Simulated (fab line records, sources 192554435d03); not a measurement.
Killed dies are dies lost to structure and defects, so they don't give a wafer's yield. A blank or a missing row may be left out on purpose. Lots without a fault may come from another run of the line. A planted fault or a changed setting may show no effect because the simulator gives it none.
Split-lot experiment | flow n5_finfet | 7 lots, 21 wafers read, on a route of 1938 steps

THE SPLIT
At N5_MIM_BOT_ETCH_ETCH_04 (etches SiNx in CF4/O2, target depth 26 nm, time 13 s), the setting source_w was moved away from the recipe's 535 W on 9 of the 21 wafers read, by -16.3% to +14.2%. The other wafers ran this setting at the recipe's value.

The reading is taken at the split's own step.

THE READING
etch.depth_nm (the simulator's own value, which no gauge read), in nm, at N5_MIM_BOT_ETCH_ETCH_04 (etches SiNx in CF4/O2, target depth 26 nm, time 13 s). The file gives no usual value for it. The 12 wafers here that ran the recipe average 26.11 nm, standard deviation 0.94 nm.

wafer  | tool, chamber at the split | source_w as run, W | against the recipe | etch.depth_nm, nm | against lot-mates on the recipe
L074.1 | rie_diel-06, 0             | 509.3              | -4.8%              | 24.43             | -0.87
L074.3 | rie_diel-06, 1             | 509.3              | -4.8%              | 25.7              | +0.40
L074.5 | rie_diel-06, 3             | 535                | recipe             | 25.3              | -
L077.1 | rie_diel-04, 2             | 447.6              | -16.3%             | 21.25             | -4.97
L077.2 | rie_diel-04, 0             | 535                | recipe             | 26.22             | -
L077.4 | rie_diel-04, 1             | 447.6              | -16.3%             | 22.76             | -3.46
L076.1 | rie_diel-06, 2             | 535                | recipe             | 28.21             | -
L076.4 | rie_diel-06, 1             | 590.2              | +10.3%             | 29.57             | +1.36
L076.6 | rie_diel-06, 2             | 590.2              | +10.3%             | 30.44             | +2.23
L079.1 | rie_diel-04, 2             | 611.2              | +14.2%             | 28.13             | +1.96
L079.2 | rie_diel-04, 0             | 535                | recipe             | 26.15             | -
L079.6 | rie_diel-04, 0             | 535                | recipe             | 26.19             | -
L083.1 | rie_diel-04, 2             | 535                | recipe             | 25.29             | -
L083.2 | rie_diel-04, 3             | 447.6              | -16.3%             | 21.66             | -3.57
L083.5 | rie_diel-04, 3             | 535                | recipe             | 25.18             | -
L086.2 | rie_diel-04, 0             | 535                | recipe             | 26.18             | -
L086.3 | rie_diel-04, 1             | 535                | recipe             | 26.81             | -
L086.6 | rie_diel-04, 3             | 535                | recipe             | 25.27             | -
L087.1 | rie_diel-06, 3             | 535                | recipe             | 25.1              | -
L087.3 | rie_diel-06, 0             | 564.1              | +5.4%              | 28.59             | +2.32
L087.6 | rie_diel-06, 0             | 535                | recipe             | 27.44             | -

THE FIT
A straight line over all 21 wafers: etch.depth_nm changes by +0.264 nm for each +1% of source_w; r = +0.90; the points scatter about the line by 1 nm.
The same after taking each lot's own level away (the mean of its wafers on the recipe; 21 wafers): +0.213 nm for each +1%; r = +0.91; scatter 0.77 nm.
On that fit, the largest move of source_w shifts the reading by 3.5 nm.
The lots' own levels span 25.235 to 28.210 nm, that is 3.2 times the standard deviation above.
So the lot-to-lot level changes the slope: the two fits differ.
Check: with one of the wafers moved furthest among these (-16.3%) left out of the fit, the line predicts -3.07 nm for it against its lot-mates. It came out at -4.97 nm against them.

OTHER SPLITS ON THESE WAFERS
These wafers also went through other splits before the reading. Each is held against what the fit with the lots' levels taken away leaves over:
other split on the same wafers | wafers away from the commonest value | r with etch.depth_nm (lot level and that fit taken away)
N5_BEOL_M10_COAT_60 spin_rpm   | 3                                    | +0.14
N5_BEOL_M11_DESCUM_16 time_s   | 13                                   | +0.05
N5_BEOL_M11_COAT_63 spin_rpm   | 6                                    | -0.04
N5_BEOL_M11_COAT_22 spin_rpm   | 5                                    | +0.28
N5_BEOL_M11_PEB_26 peb_time_s  | 10                                   | -0.16
N5_BEOL_M12_ETCH_38 time_s     | 6                                    | -0.23
N5_BEOL_M13_EXPOSE_25 dose_mj  | 8                                    | -0.06
N5_BEOL_M13_DESCUM_33 time_s   | 3                                    | +0.04

THE FILE'S OWN FIT
etch.depth_nm changes by +0.209 nm for each +1% of source_w, r = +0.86.
